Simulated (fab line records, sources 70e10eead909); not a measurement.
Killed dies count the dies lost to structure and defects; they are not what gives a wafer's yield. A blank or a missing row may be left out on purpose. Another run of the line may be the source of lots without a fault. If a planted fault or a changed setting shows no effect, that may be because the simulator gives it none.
fab line records	flow nandHarc
[record] lots = 24	wafers = 72	lastDay = 33
route steps=1302 shown P_GATE@204 P_M0@267 P_M1@297
lots that met no fault: taken from a fault-free run of the same line
startH: start of the lot's first displayed wafer, in hours after the record's first day	waitH: how many hours have passed since the lot's step before this one	" same as the row above	L1.1+2: several wafers, shown together as one row	- either no value or no given start	* or withheld: withheld	< > ~ a bound
route shown NAME@n: names a module that has steps shown in the file, with the first one's number in the route	usual: average and standard deviation across the fault-free wafers	same: alike in all rows	chamber/n: place in a boat	sites: each site's reading	_std_site: standard deviation across them	_edge_site: the outer-site mean with the inner-site mean subtracted	radiusMm: for every site, how far away it sits from the centre of the wafer	mask NAME#n: copy n	behind: the most recent tool/chamber to have shaped the wafer	hold: cause of the lot's hold/its duration in hours/its outcome	device: the transistor (n, p or np) that didn't switch	end of line: tests of these same wafers at the route's end	a step with no rows: only its recipe	killed: at the first sort, the dies lost to defects and structure; wafer yield is something else	map: per-die view of a wafer (x killed, . not killed, _ where there is no die)
set.NAME: setting as actually run; set.NAME@STEP: the setting as run at that earlier step	model.NAME: the simulator's own value behind a step, which no gauge read
one table for each step of the route and one row for each wafer, over a sample of lots
services: from which hour (startH, from the record's first day; less than 0 if before it) a tool's chamber was out of use, for how many hours, and why
[[steps]]
[step NHARC_P_GATE_STRIP_113]
[recipe] powerW = 1500	tempC = 110	timeS = 740	chemistry = N2/H2
[usual] drypumpMotorCurrentA = 5.85/0.22	heaterPowerW = 82/8.5
lot.wafer	tool	chamber	startH	waitH	drypumpMotorCurrentA	heaterPowerW	rfHoursCounterH
L074.2	plasmaAsher-02	0	115.84	0.3	6.16	74	7
L074.4	"	1	"	"	5.73	81	-
L074.3	"	0	"	"	6.18	75	-
L075.2	plasmaAsher-02	0	121.73	0.2	6.14	71	8
L075.3	"	0	"	"	6.16	73	-
L075.5	"	1	"	"	5.74	76	-
L076.1	plasmaAsher-02	0	130.23	0.2	6.18	73	10
L076.5	"	0	"	"	6.20	72	-
L076.6	"	1	"	"	5.76	75	-
L078.2	plasmaAsher-01	0	154.76	0.2	5.80	82	31
L078.4	"	0	"	"	5.87	80	-
L078.5	"	1	"	"	5.59	94	-
L077.1	plasmaAsher-02	1	155.43	0.3	5.74	77	14
L077.6	"	0	"	"	6.19	73	-
L077.5	"	1	"	"	5.73	77	-
L079.2	plasmaAsher-02	0	169.72	0.3	6.21	74	19
L079.4	"	0	"	"	6.22	73	-
L079.5	"	0	"	"	6.19	74	-
L080.4	plasmaAsher-02	0	171.02	0.8	6.17	74	-
L080.3	"	1	"	"	5.76	77	-
L080.6	"	1	"	"	5.75	77	-
L081.4	plasmaAsher-01	1	192.61	0.3	5.57	97	-
L081.6	"	1	"	"	5.60	94	-
L081.5	"	0	"	"	5.87	82	-
L082.1	plasmaAsher-02	0	197.53	0.3	6.19	74	25
L082.4	"	1	"	"	5.72	76	-
L082.5	"	0	"	"	6.17	73	-
L083.2	plasmaAsher-01	1	211.87	0.2	5.57	97	6
L083.1	"	0	"	"	5.82	81	6
L083.6	"	1	"	"	5.57	95	-
L084.2	plasmaAsher-02	1	213.17	0.3	5.74	76	28
L084.4	"	0	"	"	6.18	74	-
L084.3	"	1	"	"	5.76	79	-
L086.2	plasmaAsher-02	1	227.24	0.2	5.76	80	32
L086.1	"	0	"	"	6.19	73	32
L086.5	"	0	"	"	6.23	73	-
L085.1	plasmaAsher-01	0	227.63	0.2	5.89	82	10
L085.4	"	1	"	"	5.61	96	-
L085.5	"	0	"	"	5.84	82	-
L087.2	plasmaAsher-01	1	238.05	0.2	5.61	94	11
L087.1	"	0	"	"	5.84	83	11
L087.3	"	1	"	"	5.60	95	-
L088.1	plasmaAsher-02	0	262.32	0.2	6.17	72	3
L088.3	"	0	"	"	6.18	73	-
L088.4	"	1	"	"	5.74	81	-
L089.2	plasmaAsher-01	0	266.56	0.2	5.81	82	16
L089.1	"	1	"	"	5.56	97	16
L089.3	"	0	"	"	5.87	81	-
L090.1	plasmaAsher-01	1	269.70	0.2	5.59	97	17
L090.4	"	1	"	"	5.56	99	-
L090.3	"	0	"	"	5.89	83	-
L091.1	plasmaAsher-01	1	289.88	0.3	5.58	94	21
L091.3	"	0	"	"	5.82	80	-
L091.5	"	1	"	"	5.59	99	-
L092.1	plasmaAsher-02	0	293.96	0.2	6.19	72	12
L092.2	"	1	"	"	5.72	80	12
L092.4	"	1	"	"	5.74	79	-
L093.1	plasmaAsher-02	1	300.68	0.2	5.75	79	13
L093.3	"	1	"	"	5.74	80	-
L093.5	"	1	"	"	5.74	80	-
L094.1	plasmaAsher-01	1	317.84	0.3	5.60	97	25
L094.4	"	1	"	"	5.58	98	-
L094.5	"	0	"	"	5.86	81	-
L095.1	plasmaAsher-01	1	320.50	0.3	5.59	94	26
L095.4	"	0	"	"	5.89	81	-
L095.3	"	1	"	"	5.56	95	-
L096.2	plasmaAsher-02	1	332.66	0.2	5.73	81	18
L096.1	"	0	"	"	6.16	72	18
L096.3	"	0	"	"	6.18	73	-
L097.1	plasmaAsher-01	1	339.74	0.2	5.58	95	29
L097.6	"	1	"	"	5.58	97	-
L097.5	"	0	"	"	5.86	80	-
[step NHARC_P_M0_ETCH_34]
[recipe] targetDepthA = 400	overetchA = 120	timeS = 43.94	ionEnergyEv = 200	n2FlowSccm = 150	h2FlowSccm = 150	arFlowSccm = 0	rfW = 400	biasW = 150	chemistry = N2/H2
[usual] drypumpMotorCurrentA = 5.5/0.44	oesProductAu = 0.999/0.012	rfFwdPowerW = 395.1/1.7	rfVppV = 430.7/2.9	showerheadPlenumPTorr = 2.04/0.1	throttleValvePct = 14.172/0.0088
lot.wafer	tool	chamber	startH	waitH	drypumpMotorCurrentA	oesProductAu	rfFwdPowerW	rfHoursCounterH	rfVppV	showerheadPlenumPTorr	throttleValvePct
L074.4	rieDiel-09	3	124.74	0.1	6.6	0.995	394.6	52	434.8	2.15	14.177
L074.2	"	0	"	"	5.3	0.991	395.2	52	430.6	2.07	14.185
L074.3	"	1	"	"	5.6	0.985	395.5	46	433.8	2.16	14.163
L075.3	rieDiel-09	0	130.54	0.1	5.3	1.005	396.7	54	430.9	2.07	14.166
L075.2	"	3	"	"	6.6	1.011	395.2	53	432.4	2.15	14.167
L075.5	"	0	"	"	5.3	1.006	397.0	-	431.6	2.07	14.171
L076.1	rieDiel-02	3	138.78	0.1	6.0	1.001	393.3	29	428.6	1.97	14.184
L076.5	"	3	"	"	6.0	1.007	396.2	-	427.3	1.97	14.182
L076.6	"	0	"	"	5.6	0.997	397.9	-	426.7	1.92	14.161
L078.2	rieDiel-03	2	163.24	0.1	5.4	1.008	395.1	11	425.9	1.90	14.181
L078.5	"	1	"	"	5.0	0.999	397.8	-	432.9	2.08	14.159
L078.4	"	3	"	"	5.5	1.020	393.5	-	435.2	2.18	14.166
L077.1	rieDiel-03	2	163.93	0.1	5.4	0.996	393.6	11	426.4	1.90	14.169
L077.5	"	3	"	"	5.4	1.000	393.4	-	433.8	2.18	14.176
L077.6	"	1	"	"	5.0	0.986	397.3	-	432.1	2.08	14.169
L079.2	rieDiel-03	2	178.21	0.1	5.4	1.003	395.1	14	427.1	1.90	14.170
L079.4	"	0	"	"	5.7	0.980	398.4	11	425.6	1.92	14.182
L079.5	"	3	"	"	5.5	1.002	393.2	-	434.7	2.18	14.180
L080.3	rieDiel-09	3	179.36	0.1	6.6	1.009	394.8	8	434.6	2.15	14.166
L080.4	"	0	"	"	5.3	1.029	396.7	9	431.6	2.06	14.174
L080.6	"	2	"	"	5.5	1.006	392.8	-	431.2	2.10	14.173
L081.4	rieDiel-02	3	201.11	0.1	6.0	1.007	394.5	50	426.4	1.96	14.168
L081.6	"	0	"	"	5.6	0.986	397.8	-	427.4	1.91	14.177
L081.5	"	1	"	"	6.0	1.000	397.4	-	428.5	1.94	14.167
L082.4	rieDiel-09	1	206.13	0.1	5.5	1.000	393.9	17	433.0	2.15	14.182
L082.1	"	2	"	"	5.5	1.028	394.5	19	432.0	2.10	14.178
L082.5	"	2	"	"	5.5	1.020	393.7	-	433.0	2.10	14.181
L083.1	rieDiel-09	1	220.60	0.1	5.5	1.001	393.1	21	434.7	2.15	14.168
L083.2	"	2	"	"	5.5	1.024	390.8	22	431.5	2.09	14.173
L083.6	"	3	"	"	6.6	0.996	393.3	-	433.5	2.14	14.157
L084.3	rieDiel-03	0	221.68	0.1	5.7	0.989	394.8	18	426.4	1.92	14.177
L084.2	"	2	"	"	5.4	1.001	395.7	22	426.7	1.89	14.178
L084.4	"	3	"	"	5.4	1.010	394.5	22	432.6	2.17	14.158
L086.1	rieDiel-03	1	236.54	0.5	5.0	0.993	395.4	20	430.4	2.07	14.168
L086.2	"	0	"	"	5.8	0.982	394.6	22	428.3	1.91	14.174
L086.5	"	1	"	"	5.0	0.989	394.9	-	432.5	2.07	14.181
L085.1	rieDiel-03	3	237.45	0.1	5.4	1.009	391.1	26	433.6	2.17	14.171
L085.4	"	2	"	"	5.4	0.997	395.7	26	428.0	1.89	14.165
L085.5	"	3	"	"	5.5	1.002	392.8	-	435.2	2.17	14.174
L087.1	rieDiel-03	2	246.52	0.1	5.4	0.989	397.3	26	427.7	1.89	14.168
L087.3	"	3	"	"	5.4	1.001	396.9	26	433.8	2.17	14.171
L087.2	"	0	"	"	5.7	0.975	394.7	22	427.4	1.91	14.151
L088.1	rieDiel-03	1	271.44	0.1	5.0	1.004	394.6	25	432.0	2.07	14.168
L088.3	"	3	"	"	5.4	1.011	395.0	29	433.3	2.17	14.178
L088.4	"	0	"	"	5.7	0.983	394.5	26	428.1	1.91	14.172
L089.1	rieDiel-03	2	276.29	0.1	5.4	0.994	395.5	30	426.7	1.89	14.163
L089.2	"	0	"	"	5.7	0.983	397.8	27	427.6	1.91	14.166
L089.3	"	1	"	"	5.0	0.993	395.5	26	432.1	2.07	14.183
L090.4	rieDiel-03	3	278.95	0.1	5.5	1.003	395.0	30	435.0	2.17	14.158
L090.1	"	0	"	"	5.7	0.987	396.3	27	428.8	1.91	14.177
L090.3	"	1	"	"	4.9	0.999	397.6	26	430.6	2.07	14.171
L091.3	rieDiel-03	0	298.38	0.1	5.8	0.988	397.9	0	427.2	1.91	14.184
L091.1	"	1	"	"	5.0	0.993	394.2	0	432.6	2.07	14.173
L091.5	"	1	"	"	5.0	0.996	395.8	-	430.7	2.07	14.172
L092.1	rieDiel-09	1	302.55	0.1	5.6	0.985	396.3	49	434.5	2.14	14.181
L092.2	"	2	"	"	5.5	1.036	393.5	52	432.3	2.08	14.166
L092.4	"	3	"	"	6.6	1.002	393.9	49	432.5	2.13	14.177
L093.1	rieDiel-02	2	309.07	0.1	4.8	0.990	392.9	29	429.8	2.01	14.159
L093.3	"	3	"	"	6.0	1.011	395.3	30	428.0	1.95	14.169
L093.5	"	1	"	"	6.1	1.015	393.7	-	427.2	1.93	14.184
L094.1	rieDiel-09	3	329.68	0.2	6.6	0.993	394.5	0	433.0	2.13	14.177
L094.4	"	3	"	"	6.6	1.004	395.8	-	433.1	2.13	14.184
L094.5	"	2	"	"	5.5	1.012	393.3	-	431.1	2.08	14.169
L095.3	rieDiel-09	3	329.73	0.2	6.6	1.000	396.0	0	432.6	2.13	14.172
L095.1	"	2	"	"	5.5	1.018	391.8	0	432.6	2.08	14.174
L095.4	"	2	"	"	5.5	1.013	391.8	-	431.6	2.08	14.173
L096.3	rieDiel-09	2	341.50	0.1	5.5	1.012	391.6	4	432.7	2.08	14.177
L096.2	"	3	"	"	6.6	0.998	395.1	4	433.8	2.13	14.189
L096.1	"	0	"	"	5.4	0.992	394.2	4	430.1	2.05	14.154
L097.1	rieDiel-03	3	348.48	0.1	5.4	0.988	394.2	10	434.6	2.17	14.170
L097.5	"	0	"	"	5.7	0.983	396.9	-	425.9	1.91	14.164
L097.6	"	1	"	"	5.0	0.992	396.2	-	431.8	2.07	14.159
[step NHARC_P_M1_INSPECT_11]
[usual] rawDefectCount = 4.7/2.8
lot.wafer	tool	chamber	startH	waitH	rawDefectCount
L074.2	defectInspect-02	-	128.65	0.0	4
L074.3	"	-	"	"	5
L074.4	"	-	"	"	1
L075.2	defectInspect-02	-	134.45	0.0	0
L075.3	"	-	"	"	2
L075.5	"	-	"	"	3
L076.1	defectInspect-01	-	143.11	0.0	2
L076.5	"	-	"	"	2
L076.6	"	-	"	"	9
L078.2	defectInspect-01	-	167.21	0.0	10
L078.4	"	-	"	"	6
L078.5	"	-	"	"	7
L077.1	defectInspect-02	-	167.96	0.0	3
L077.5	"	-	"	"	4
L077.6	"	-	"	"	4
L079.2	defectInspect-02	-	182.55	0.0	3
L079.4	"	-	"	"	2
L079.5	"	-	"	"	6
L080.3	defectInspect-02	-	183.29	0.0	2
L080.4	"	-	"	"	3
L080.6	"	-	"	"	10
L081.4	defectInspect-02	-	204.86	0.0	4
L081.5	"	-	"	"	4
L081.6	"	-	"	"	1
L082.1	defectInspect-02	-	210.07	0.0	3
L082.4	"	-	"	"	5
L082.5	"	-	"	"	5
L083.1	defectInspect-02	-	224.50	0.0	7
L083.2	"	-	"	"	5
L083.6	"	-	"	"	14
L084.2	defectInspect-02	-	225.62	0.0	4
L084.3	"	-	"	"	2
L084.4	"	-	"	"	3
L086.1	defectInspect-02	-	240.44	0.0	2
L086.2	"	-	"	"	5
L086.5	"	-	"	"	6
L085.1	defectInspect-01	-	241.36	0.0	3
L085.4	"	-	"	"	7
L085.5	"	-	"	"	3
L087.1	defectInspect-01	-	250.39	0.0	6
L087.2	"	-	"	"	6
L087.3	"	-	"	"	0
L088.1	defectInspect-01	-	275.32	0.0	4
L088.3	"	-	"	"	3
L088.4	"	-	"	"	4
L089.1	defectInspect-01	-	280.22	0.0	5
L089.2	"	-	"	"	4
L089.3	"	-	"	"	6
L090.1	defectInspect-02	-	282.86	0.0	5
L090.3	"	-	"	"	7
L090.4	"	-	"	"	6
L091.1	defectInspect-01	-	302.39	0.0	9
L091.3	"	-	"	"	2
L091.5	"	-	"	"	12
L092.1	defectInspect-02	-	306.41	0.0	5
L092.2	"	-	"	"	7
L092.4	"	-	"	"	0
L093.1	defectInspect-02	-	312.98	0.0	1
L093.3	"	-	"	"	2
L093.5	"	-	"	"	2
L094.1	defectInspect-01	-	333.80	0.0	4
L094.4	"	-	"	"	1
L094.5	"	-	"	"	1
L095.1	defectInspect-01	-	334.16	0.0	7
L095.3	"	-	"	"	7
L095.4	"	-	"	"	6
L096.1	defectInspect-01	-	346.75	0.0	7
L096.2	"	-	"	"	2
L096.3	"	-	"	"	10
L097.1	defectInspect-02	-	352.25	0.0	4
L097.5	"	-	"	"	4
L097.6	"	-	"	"	3
[step NHARC_P_M1_DEGAS_29]
[recipe] tempC = 250	timeS = 60
[usual] heaterPowerW = 322/23
lot.wafer	tool	chamber	startH	waitH	heaterPowerW
L074.3	pvdSputter-03	-	129.72	-	355
L074.4	"	-	"	"	340
L074.2	"	-	"	"	319
L075.2	pvdSputter-01	-	135.54	-	327
L075.3	"	-	"	"	356
L075.5	"	-	"	"	336
L076.1	pvdSputter-01	-	144.20	-	328
L076.6	"	-	"	"	330
L076.5	"	-	"	"	333
L078.4	pvdSputter-03	-	168.30	-	314
L078.2	"	-	"	"	341
L078.5	"	-	"	"	309
L077.1	pvdSputter-01	-	169.05	-	321
L077.5	"	-	"	"	349
L077.6	"	-	"	"	336
L079.4	pvdSputter-03	-	184.10	-	335
L079.2	"	-	"	"	337
L079.5	"	-	"	"	349
L080.3	pvdSputter-01	-	184.38	-	325
L080.4	"	-	"	"	332
L080.6	"	-	"	"	330
L081.4	pvdSputter-02	-	205.96	-	274
L081.6	"	-	"	"	303
L081.5	"	-	"	"	319
L082.1	pvdSputter-03	-	211.17	-	313
L082.4	"	-	"	"	332
L082.5	"	-	"	"	349
L083.1	pvdSputter-02	-	225.58	-	318
L083.2	"	-	"	"	306
L083.6	"	-	"	"	322
L084.3	pvdSputter-02	-	226.70	-	301
L084.2	"	-	"	"	286
L084.4	"	-	"	"	303
L086.2	pvdSputter-02	-	241.52	-	306
L086.1	"	-	"	"	313
L086.5	"	-	"	"	285
L085.1	pvdSputter-01	-	242.45	-	317
L085.4	"	-	"	"	325
L085.5	"	-	"	"	370
L087.2	pvdSputter-03	-	251.47	-	313
L087.1	"	-	"	"	315
L087.3	"	-	"	"	332
L088.3	pvdSputter-02	-	276.40	-	308
L088.1	"	-	"	"	282
L088.4	"	-	"	"	303
L089.1	pvdSputter-01	-	281.30	-	370
L089.2	"	-	"	"	323
L089.3	"	-	"	"	320
L090.1	pvdSputter-01	-	283.95	-	318
L090.4	"	-	"	"	367
L090.3	"	-	"	"	312
L091.1	pvdSputter-03	-	303.58	-	309
L091.3	"	-	"	"	323
L091.5	"	-	"	"	309
L092.2	pvdSputter-02	-	307.49	-	340
L092.1	"	-	"	"	307
L092.4	"	-	"	"	285
L093.3	pvdSputter-02	-	314.07	-	357
L093.1	"	-	"	"	310
L093.5	"	-	"	"	311
L094.1	pvdSputter-02	-	334.96	-	278
L094.4	"	-	"	"	313
L094.5	"	-	"	"	309
L095.3	pvdSputter-01	-	335.24	-	325
L095.4	"	-	"	"	334
L095.1	"	-	"	"	369
L096.2	pvdSputter-02	-	347.85	-	306
L096.3	"	-	"	"	316
L096.1	"	-	"	"	348
L097.1	pvdSputter-01	-	353.37	-	329
L097.5	"	-	"	"	314
L097.6	"	-	"	"	316
[step NHARC_P_M1_PVD_20]
[recipe] targetThkA = 50	biasV = 168.6	powerW = 15000	chamberPressurePa = 0.12	timeS = 8.06	substrateTempC = 50	material = TaN
[usual] chamberPressurePa = 0.11997/0.00026	throttleValvePct = 30.4/1.3
lot.wafer	tool	chamber	startH	waitH	chamberPressurePa	throttleValvePct
L074.2	pvdSputter-03	-	-	-	0.11987	32.0
L074.4	"	-	"	"	0.1198	27.8
L074.3	"	-	"	"	0.11964	29.5
L075.3	pvdSputter-01	-	-	-	0.11963	32.3
L075.2	"	-	"	"	0.11965	30.6
L075.5	"	-	"	"	0.12011	32.0
L076.1	pvdSputter-01	-	-	-	0.12033	32.3
L076.6	"	-	"	"	0.12026	30.2
L076.5	"	-	"	"	0.11982	30.6
L078.2	pvdSputter-03	-	-	-	0.1196	30.0
L078.4	"	-	"	"	0.12019	29.2
L078.5	"	-	"	"	0.11987	27.7
L077.1	pvdSputter-01	-	-	-	0.11981	32.1
L077.6	"	-	"	"	0.12056	32.2
L077.5	"	-	"	"	0.11998	32.2
L079.4	pvdSputter-03	-	-	-	0.11997	28.2
L079.2	"	-	"	"	0.12039	30.3
L079.5	"	-	"	"	0.11978	29.5
L080.4	pvdSputter-01	-	-	-	0.1197	32.0
L080.3	"	-	"	"	0.12002	30.0
L080.6	"	-	"	"	0.11944	32.0
L081.4	pvdSputter-02	-	-	-	0.1194	28.7
L081.5	"	-	"	"	0.1196	28.8
L081.6	"	-	"	"	0.1204	30.7
L082.4	pvdSputter-03	-	-	-	0.11993	29.3
L082.1	"	-	"	"	0.11989	30.6
L082.5	"	-	"	"	0.11931	29.1
L083.1	pvdSputter-02	-	-	-	0.12021	28.9
L083.2	"	-	"	"	0.12005	30.8
L083.6	"	-	"	"	0.11985	28.5
L084.4	pvdSputter-02	-	-	-	0.11984	30.8
L084.3	"	-	"	"	0.12016	28.7
L084.2	"	-	"	"	0.12039	28.7
L086.1	pvdSputter-02	-	-	-	0.12014	28.7
L086.2	"	-	"	"	0.11984	30.5
L086.5	"	-	"	"	0.1198	28.5
L085.1	pvdSputter-01	-	-	-	0.12011	31.5
L085.4	"	-	"	"	0.12002	31.1
L085.5	"	-	"	"	0.12027	30.6
L087.1	pvdSputter-03	-	-	-	0.12027	32.3
L087.3	"	-	"	"	0.11987	29.5
L087.2	"	-	"	"	0.12011	28.2
L088.3	pvdSputter-02	-	-	-	0.11965	31.0
L088.1	"	-	"	"	0.1197	30.2
L088.4	"	-	"	"	0.11973	28.6
L089.1	pvdSputter-01	-	-	-	0.12017	31.1
L089.2	"	-	"	"	0.11953	31.2
L089.3	"	-	"	"	0.11983	30.5
L090.1	pvdSputter-01	-	-	-	0.11988	30.9
L090.4	"	-	"	"	0.11992	32.0
L090.3	"	-	"	"	0.12031	31.6
L091.1	pvdSputter-03	-	-	-	0.12006	28.4
L091.3	"	-	"	"	0.12041	30.5
L091.5	"	-	"	"	0.12027	28.1
L092.4	pvdSputter-02	-	-	-	0.11978	29.0
L092.2	"	-	"	"	0.12001	29.1
L092.1	"	-	"	"	0.11975	30.8
L093.3	pvdSputter-02	-	-	-	0.11995	28.9
L093.1	"	-	"	"	0.12004	30.3
L093.5	"	-	"	"	0.12009	28.7
L094.1	pvdSputter-02	-	-	-	0.12036	30.4
L094.4	"	-	"	"	0.12001	28.8
L094.5	"	-	"	"	0.12004	31.0
L095.1	pvdSputter-01	-	-	-	0.12009	32.1
L095.3	"	-	"	"	0.11968	31.2
L095.4	"	-	"	"	0.11992	30.4
L096.3	pvdSputter-02	-	-	-	0.11968	30.9
L096.1	"	-	"	"	0.11977	29.0
L096.2	"	-	"	"	0.12062	28.9
L097.1	pvdSputter-01	-	-	-	0.11979	30.3
L097.5	"	-	"	"	0.12045	31.2
L097.6	"	-	"	"	0.11999	30.6
[step NHARC_P_M1_THK_MEAS_24]
[recipe] thkMeasGauge = xrf
[usual] thkNm = 157.9/1.7
lot.wafer	tool	chamber	startH	waitH	thkNm
L074.2	filmMetro-02	-	131.13	-	158.0
L074.3	"	-	"	"	158.2
L074.4	"	-	"	"	155.6
L075.2	filmMetro-01	-	136.92	-	156.7
L075.3	"	-	"	"	158.9
L075.5	"	-	"	"	156.0
L076.1	filmMetro-02	-	145.59	-	157.6
L076.5	"	-	"	"	156.0
L076.6	"	-	"	"	155.0
L078.2	filmMetro-02	-	169.69	-	159.3
L078.4	"	-	"	"	157.4
L078.5	"	-	"	"	157.9
L077.1	filmMetro-02	-	170.43	-	162.0
L077.5	"	-	"	"	155.4
L077.6	"	-	"	"	157.2
L079.2	filmMetro-02	-	185.49	-	158.9
L079.4	"	-	"	"	161.1
L079.5	"	-	"	"	156.2
L080.3	filmMetro-02	-	185.79	-	158.7
L080.4	"	-	"	"	157.3
L080.6	"	-	"	"	157.5
L081.4	filmMetro-01	-	207.33	-	159.8
L081.5	"	-	"	"	157.8
L081.6	"	-	"	"	158.8
L082.1	filmMetro-01	-	212.56	-	156.3
L082.4	"	-	"	"	157.1
L082.5	"	-	"	"	156.1
L083.1	filmMetro-01	-	226.97	-	159.1
L083.2	"	-	"	"	160.9
L083.6	"	-	"	"	159.8
L084.2	filmMetro-02	-	228.13	-	160.3
L084.3	"	-	"	"	158.5
L084.4	"	-	"	"	158.9
L086.1	filmMetro-01	-	242.91	-	158.0
L086.2	"	-	"	"	157.8
L086.5	"	-	"	"	157.4
L085.1	filmMetro-01	-	243.84	-	158.3
L085.4	"	-	"	"	155.3
L085.5	"	-	"	"	155.0
L087.1	filmMetro-01	-	253.05	-	155.6
L087.2	"	-	"	"	159.6
L087.3	"	-	"	"	159.5
L088.1	filmMetro-02	-	277.79	-	156.8
L088.3	"	-	"	"	156.9
L088.4	"	-	"	"	157.6
L089.1	filmMetro-02	-	282.70	-	156.6
L089.2	"	-	"	"	155.4
L089.3	"	-	"	"	157.6
L090.1	filmMetro-01	-	285.34	-	159.7
L090.3	"	-	"	"	161.8
L090.4	"	-	"	"	158.8
L091.1	filmMetro-01	-	305.11	-	156.9
L091.3	"	-	"	"	156.6
L091.5	"	-	"	"	158.9
L092.1	filmMetro-01	-	308.89	-	158.1
L092.2	"	-	"	"	157.3
L092.4	"	-	"	"	156.8
L093.1	filmMetro-02	-	315.45	-	160.9
L093.3	"	-	"	"	155.1
L093.5	"	-	"	"	161.8
L094.1	filmMetro-01	-	336.35	-	159.3
L094.4	"	-	"	"	159.9
L094.5	"	-	"	"	158.2
L095.1	filmMetro-01	-	336.67	-	158.3
L095.3	"	-	"	"	159.6
L095.4	"	-	"	"	153.9
L096.1	filmMetro-01	-	349.25	-	157.1
L096.2	"	-	"	"	156.3
L096.3	"	-	"	"	158.5
L097.1	filmMetro-02	-	354.79	-	157.1
L097.5	"	-	"	"	156.3
L097.6	"	-	"	"	158.7
[[services]]
tool	chamber	startH	hours	kind
plasmaAsher-01	-	95.91	1.5	repair
pvdSputter-02	-	104.03	10.0	pm
rieDiel-03	-	104.33	9.0	pm
rieDiel-09	1	105.40	6.4	repair
pvdSputter-01	-	128.80	3.5	repair
rieDiel-09	-	143.19	9.0	pm
rieDiel-03	0	159.46	11.3	repair
plasmaAsher-01	-	165.00	9.0	pm
pvdSputter-03	-	170.05	10.0	pm
rieDiel-09	1	198.29	6.4	repair
pvdSputter-01	-	226.01	10.0	pm
plasmaAsher-02	-	249.13	9.0	pm
plasmaAsher-01	-	252.06	12.9	repair
rieDiel-09	1	263.44	2.9	repair
pvdSputter-03	-	273.05	12.4	repair
rieDiel-03	-	281.33	9.0	pm
pvdSputter-02	-	282.03	10.0	pm
rieDiel-03	2	296.32	9.7	repair
plasmaAsher-01	-	304.41	2.6	repair
pvdSputter-01	-	309.76	10.0	repair
pvdSputter-01	-	338.50	2.5	repair
plasmaAsher-01	-	342.00	9.0	pm
pvdSputter-03	-	348.10	10.0	pm
pvdSputter-02	-	350.20	3.9	repair
[[key]]
fault none
